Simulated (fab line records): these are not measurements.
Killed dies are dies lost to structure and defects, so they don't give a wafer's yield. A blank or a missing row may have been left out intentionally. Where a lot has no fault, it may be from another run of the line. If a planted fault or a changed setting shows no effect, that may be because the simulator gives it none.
Matching of chambers + flow n5_finfet + 4 sister chambers for N5_ZERO_LAYER_ETCH_18 on rie_si-04
The step etches Si in HBr/Cl2, target depth 120 nm, time 40 s. 22 wafers are shown with their chamber, then 11 later ones without.

## WAFERS PAIRED WITH THEIR CHAMBERS
| wafer  | chamber | drypump_motor_current_A (A) | he_backside_leak_sccm (sccm) | oes_product_au (a.u.) |
|--------|---------|-----------------------------|------------------------------|-----------------------|
| L076.2 | 0       | 6.4                         | 2.5                          | 1.015                 |
| L076.5 | 2       | 5.2                         | 2.6                          | 1.004                 |
| L076.6 | 3       | 5.7                         | 2.4                          | 1.003                 |
| L077.1 | 3       | 5.8                         | 2.4                          | 1.007                 |
| L077.2 | 1       | 5.9                         | 3.0                          | 1.005                 |
| L077.5 | 1       | 5.8                         | 3.0                          | 1.005                 |
| L079.1 | 1       | 5.9                         | 3.1                          | 1.006                 |
| L079.4 | 2       | 5.2                         | 2.4                          | 1.002                 |
| L079.5 | 1       | 5.9                         | 3.2                          | 1.006                 |
| L081.2 | 1       | 5.9                         | 3.0                          | 1.012                 |
| L081.4 | 3       | 5.8                         | 2.3                          | 1.010                 |
| L081.6 | 3       | 5.8                         | 2.4                          | 1.009                 |
| L082.1 | 3       | 5.8                         | 2.6                          | 1.001                 |
| L082.2 | 2       | 5.2                         | 2.5                          | 1.000                 |
| L082.6 | 0       | 6.4                         | 2.7                          | 1.024                 |
| L083.3 | 0       | 6.4                         | 2.7                          | 1.019                 |
| L083.5 | 0       | 6.4                         | 2.5                          | 1.015                 |
| L083.6 | 3       | 5.8                         | 2.4                          | 1.008                 |
| L087.1 | 0       | 6.4                         | 2.7                          | 1.022                 |
| L087.4 | 2       | 5.2                         | 2.5                          | 1.005                 |
| L087.6 | 2       | 5.2                         | 2.5                          | 1.006                 |
| L088.1 | 2       | 5.2                         | 2.4                          | 1.007                 |

SIGNATURES (means of the wafers above)
| reading                 | chamber 0 | chamber 1 | chamber 2 | chamber 3 | scatter within a chamber |
|-------------------------|-----------|-----------|-----------|-----------|--------------------------|
| drypump_motor_current_A | 6.400     | 5.880     | 5.200     | 5.783     | 0.0301                   |
| he_backside_leak_sccm   | 2.620     | 3.060     | 2.483     | 2.417     | 0.0933                   |
| oes_product_au          | 1.01900   | 1.00680   | 1.00400   | 1.00633   | 0.00332                  |
Rule: a wafer's distance from a chamber is the root of the sum, over the readings, of the square of ((its reading less the chamber's mean) divided by the reading's scatter). The wafer belongs to the nearest chamber; if the next one is less than 2 further off, it can't be placed. The scatter: take each reading less its chamber's mean, square it, sum over the shown wafers, divide by the number of wafers less the number of chambers, and take the root.

## WAFERS WITH NO CHAMBER GIVEN
| wafer  | drypump_motor_current_A (A) | he_backside_leak_sccm (sccm) | oes_product_au (a.u.) |
|--------|-----------------------------|------------------------------|-----------------------|
| L088.3 | 6.4                         | 2.5                          | 1.017                 |
| L088.6 | 5.7                         | 2.5                          | 1.003                 |
| L090.2 | 5.9                         | 3.0                          | 1.007                 |
| L090.5 | 5.2                         | 2.4                          | 1.007                 |
| L090.6 | 5.8                         | 2.4                          | 1.011                 |
| L095.3 | 5.2                         | 2.5                          | 0.996                 |
| L095.4 | 6.4                         | 2.4                          | 1.031                 |
| L095.5 | 6.4                         | 2.5                          | 1.015                 |
| L097.1 | 5.7                         | 2.3                          | 1.013                 |
| L097.2 | 6.3                         | 2.6                          | 1.024                 |
| L097.6 | 5.9                         | 3.1                          | 1.000                 |

## WHICH CHAMBER EACH ONE RAN IN
| wafer  | from the rows above | in truth |
|--------|---------------------|----------|
| L088.3 | 0                   | 0        |
| L088.6 | 3                   | 3        |
| L090.2 | 1                   | 1        |
| L090.5 | 2                   | 2        |
| L090.6 | 3                   | 3        |
| L095.3 | 2                   | 2        |
| L095.4 | 0                   | 0        |
| L095.5 | 0                   | 0        |
| L097.1 | 3                   | 3        |
| L097.2 | 0                   | 0        |
| L097.6 | 1                   | 1        |
11 of 11 placed correctly. Not placeable from these rows: 0. Placed wrongly: 0.
